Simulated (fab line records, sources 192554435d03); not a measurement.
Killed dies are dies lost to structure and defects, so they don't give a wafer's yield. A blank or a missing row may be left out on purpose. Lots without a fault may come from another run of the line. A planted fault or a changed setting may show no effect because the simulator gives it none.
Split-lot experiment | flow n5_finfet | 7 lots, 39 wafers read, on a route of 1938 steps

THE SPLIT
At N5_SD_EPI_P_ETCH_37 (etches SOC in N2/H2, overetch 108 nm, time 486 s), the setting source_w was moved away from the recipe's 3000 W on 15 of the 39 wafers read, by -6.8% to +17.7%. The other wafers ran this setting at the recipe's value.

The reading is taken at the split's own step.

THE READING
rf_vpp_V, in V, at N5_SD_EPI_P_ETCH_37 (etches SOC in N2/H2, overetch 108 nm, time 486 s). Fault-free wafers of this fab line usually give 241.0 V, standard deviation 1.2 V.

wafer  | tool, chamber at the split | source_w as run, W | against the recipe | rf_vpp_V, V | against lot-mates on the recipe
L077.2 | rie_diel-03, 1             | 3000               | recipe             | 238.7       | -
L077.5 | rie_diel-03, 1             | 3000               | recipe             | 239.9       | -
L077.6 | rie_diel-03, 0             | 3000               | recipe             | 241.9       | -
L079.1 | rie_diel-02, 2             | 3482               | +16.1%             | 228.9       | -11.4
L079.2 | rie_diel-02, 1             | 3000               | recipe             | 240.1       | -
L079.3 | rie_diel-02, 3             | 3482               | +16.1%             | 228.4       | -11.9
L079.4 | rie_diel-02, 0             | 3482               | +16.1%             | 229.6       | -10.7
L079.5 | rie_diel-02, 2             | 3000               | recipe             | 240.5       | -
L079.6 | rie_diel-02, 3             | 3000               | recipe             | 240.2       | -
L081.1 | rie_diel-06, 1             | 3000               | recipe             | 240.1       | -
L081.2 | rie_diel-06, 0             | 3497               | +16.6%             | 228.7       | -12.4
L081.3 | rie_diel-06, 2             | 3497               | +16.6%             | 226.9       | -14.2
L081.4 | rie_diel-06, 3             | 3000               | recipe             | 244.0       | -
L081.5 | rie_diel-06, 1             | 3000               | recipe             | 239.2       | -
L081.6 | rie_diel-06, 0             | 3497               | +16.6%             | 229.6       | -11.5
L088.1 | rie_diel-06, 2             | 3000               | recipe             | 240.6       | -
L088.2 | rie_diel-06, 3             | 3000               | recipe             | 242.5       | -
L088.3 | rie_diel-06, 0             | 3000               | recipe             | 240.4       | -
L088.4 | rie_diel-06, 3             | 3000               | recipe             | 241.9       | -
L088.5 | rie_diel-06, 2             | 3000               | recipe             | 240.1       | -
L088.6 | rie_diel-06, 0             | 3000               | recipe             | 241.5       | -
L090.1 | rie_diel-03, 2             | 3531               | +17.7%             | 227.9       | -12.6
L090.2 | rie_diel-03, 3             | 3000               | recipe             | 241.5       | -
L090.3 | rie_diel-03, 1             | 3000               | recipe             | 240.3       | -
L090.4 | rie_diel-03, 3             | 3531               | +17.7%             | 229.2       | -11.3
L090.5 | rie_diel-03, 1             | 3000               | recipe             | 239.6       | -
L090.6 | rie_diel-03, 2             | 3531               | +17.7%             | 228.5       | -12.0
L092.1 | rie_diel-03, 1             | 2796               | -6.8%              | 246.1       | +4.9
L092.2 | rie_diel-03, 3             | 3000               | recipe             | 241.8       | -
L092.3 | rie_diel-03, 2             | 2796               | -6.8%              | 246.8       | +5.6
L092.4 | rie_diel-03, 1             | 3000               | recipe             | 240.0       | -
L092.5 | rie_diel-03, 2             | 3000               | recipe             | 241.9       | -
L092.6 | rie_diel-03, 3             | 2796               | -6.8%              | 249.7       | +8.5
L095.1 | rie_diel-06, 3             | 3212               | +7.1%              | 237.2       | -3.9
L095.2 | rie_diel-06, 2             | 3212               | +7.1%              | 236.1       | -5.0
L095.3 | rie_diel-06, 0             | 3212               | +7.1%              | 233.9       | -7.2
L095.4 | rie_diel-06, 1             | 3000               | recipe             | 240.0       | -
L095.5 | rie_diel-06, 3             | 3000               | recipe             | 241.6       | -
L095.6 | rie_diel-06, 2             | 3000               | recipe             | 241.6       | -

THE FIT
A straight line over all 39 wafers: rf_vpp_V changes by -0.751 V for each +1% of source_w; r = -0.98; the points scatter about the line by 1.3 V.
The same after taking each lot's own level away (the mean of its wafers on the recipe; 39 wafers): -0.735 V for each +1%; r = -0.98; scatter 1.2 V.
On that fit, the largest move of source_w shifts the reading by 13 V.
The lots' own levels span 240.17 to 241.23 V, that is 0.9 times the standard deviation above.
So the lot-to-lot level changes the slope little: the two slopes agree.
Check: with one of the wafers moved furthest among these (+17.7%) left out of the fit, the line predicts -12.9 V for it against its lot-mates. It came out at -12.6 V against them.
Tool readings at the split's step, against how far the setting was moved: rf_vpp_V r = -0.98.

OTHER SPLITS ON THESE WAFERS
These wafers also went through other splits before the reading. Each is held against what the fit with the lots' levels taken away leaves over:
other split on the same wafers    | wafers away from the commonest value | r with rf_vpp_V (lot level and that fit taken away)
N5_WELL_APT_IMPLANT_15 energy_kev | 15                                   | +0.04

THE FILE'S OWN FIT
rf_vpp_V changes by -0.726 V for each +1% of source_w, r = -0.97.
